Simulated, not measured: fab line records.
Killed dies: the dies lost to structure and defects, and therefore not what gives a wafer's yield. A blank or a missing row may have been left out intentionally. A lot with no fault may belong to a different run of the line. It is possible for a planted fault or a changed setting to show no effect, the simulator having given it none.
The tool behind it: which one? :: flow nand harc :: Sampling: 12 lots, 36 wafers, 3 of 1159 route steps

WHAT THE GAUGES SHOWED, per wafer
NHARC_P_CONTACT_CD_MEAS_12: target cd 90 nm.
lot: L074
measured: day 5 23:26
on: cd sem-02
cd nm (nm): 90.6 89.8 90.7

lot: L077
measured: day 6 05:56
on: cd sem-02
cd nm (nm): 90.1 89.4 90.1

lot: L079
measured: day 6 12:45
on: cd sem-02
cd nm (nm): 90.9 90.1 90.0

lot: L081
measured: day 7 07:09
on: cd sem-03
cd nm (nm): 89.6 90.3 89.5

lot: L083
measured: day 7 21:50
on: cd sem-02
cd nm (nm): 90.1 89.9 90.1

lot: L088
measured: day 8 19:28
on: cd sem-01
cd nm (nm): 90.3 90.7 90.4

lot: L087
measured: day 8 20:40
on: cd sem-02
cd nm (nm): 90.1 90.3 90.6

lot: L089
measured: day 9 10:23
on: cd sem-03
cd nm (nm): 89.7 89.9 89.1

lot: L091
measured: day 10 02:42
on: cd sem-02
cd nm (nm): 89.9 90.2 90.2

lot: L092
measured: day 10 04:18
on: cd sem-03
cd nm (nm): 90.6 90.6 90.8

lot: L095
measured: day 10 20:35
on: cd sem-01
cd nm (nm): 90.1 90.5 90.4

lot: L097
measured: day 11 03:20
on: cd sem-02
cd nm (nm): 89.3 89.6 89.4

TOOL THAT RAN EACH LOT (tool first, then ch and the chambers of the sampled wafers, then the start)
lot: L074
NHARC_P_GATE_STRIP_112: plasma asher-01 ch 0,1, day 5 17:06
NHARC_P_GATE_RTA_82: rtp anneal-01 ch 0, day 5 21:25

lot: L077
NHARC_P_GATE_STRIP_112: plasma asher-01 ch 0,1, day 5 23:47
NHARC_P_GATE_RTA_82: rtp anneal-02 ch 0, day 6 04:11

lot: L079
NHARC_P_GATE_STRIP_112: plasma asher-01 ch 0,1, day 6 06:55
NHARC_P_GATE_RTA_82: rtp anneal-01 ch 0, day 6 11:03

lot: L081
NHARC_P_GATE_STRIP_112: plasma asher-02 ch 0,1, day 7 01:26
NHARC_P_GATE_RTA_82: rtp anneal-01 ch 0, day 7 05:28

lot: L083
NHARC_P_GATE_STRIP_112: plasma asher-01 ch 0,1, day 7 15:56
NHARC_P_GATE_RTA_82: rtp anneal-02 ch 0, day 7 20:02

lot: L088
NHARC_P_GATE_STRIP_112: plasma asher-02 ch 0,1, day 8 13:14
NHARC_P_GATE_RTA_82: rtp anneal-02 ch 0, day 8 17:39

lot: L087
NHARC_P_GATE_STRIP_112: plasma asher-01 ch 0,1, day 8 14:14
NHARC_P_GATE_RTA_82: rtp anneal-02 ch 0, day 8 18:51

lot: L089
NHARC_P_GATE_STRIP_112: plasma asher-01 ch 0,1, day 9 04:08
NHARC_P_GATE_RTA_82: rtp anneal-02 ch 0, day 9 08:11

lot: L091
NHARC_P_GATE_STRIP_112: plasma asher-01 ch 0,1, day 9 20:55
NHARC_P_GATE_RTA_82: rtp anneal-01 ch 0, day 10 00:56

lot: L092
NHARC_P_GATE_STRIP_112: plasma asher-02 ch 0,1, day 9 22:22
NHARC_P_GATE_RTA_82: rtp anneal-02 ch 0, day 10 02:32

lot: L095
NHARC_P_GATE_STRIP_112: plasma asher-01 ch 0,1, day 10 14:40
NHARC_P_GATE_RTA_82: rtp anneal-02 ch 0, day 10 18:47

lot: L097
NHARC_P_GATE_STRIP_112: plasma asher-02 ch 1, day 10 20:55
NHARC_P_GATE_RTA_82: rtp anneal-02 ch 0, day 11 01:25
- NHARC_P_GATE_STRIP_112: strips in N2/H2, time 200 s.
- NHARC_P_GATE_RTA_82: time 30 s.

THE ANSWER, worked out from the rows above alone
Rule: usual is defined by the lots themselves. Put in order of their means at a reading, lots are off if they are a third of the lots or fewer, leave a main group of 4 or more, and stand apart from it by a gap of 3 or more times the standard deviation of the main group's means; of several such gaps the widest counts. Not used: any main group whose means are identical at the precision the tables above print for the reading. Also off: a lot with no number at a reading for which 4 or more lots have one. Any other lot the step has rows for is counted as sound.
Across all readings shown, no lot is off: no conclusion can be drawn from this.

WHAT THE SIMULATOR PUT IN
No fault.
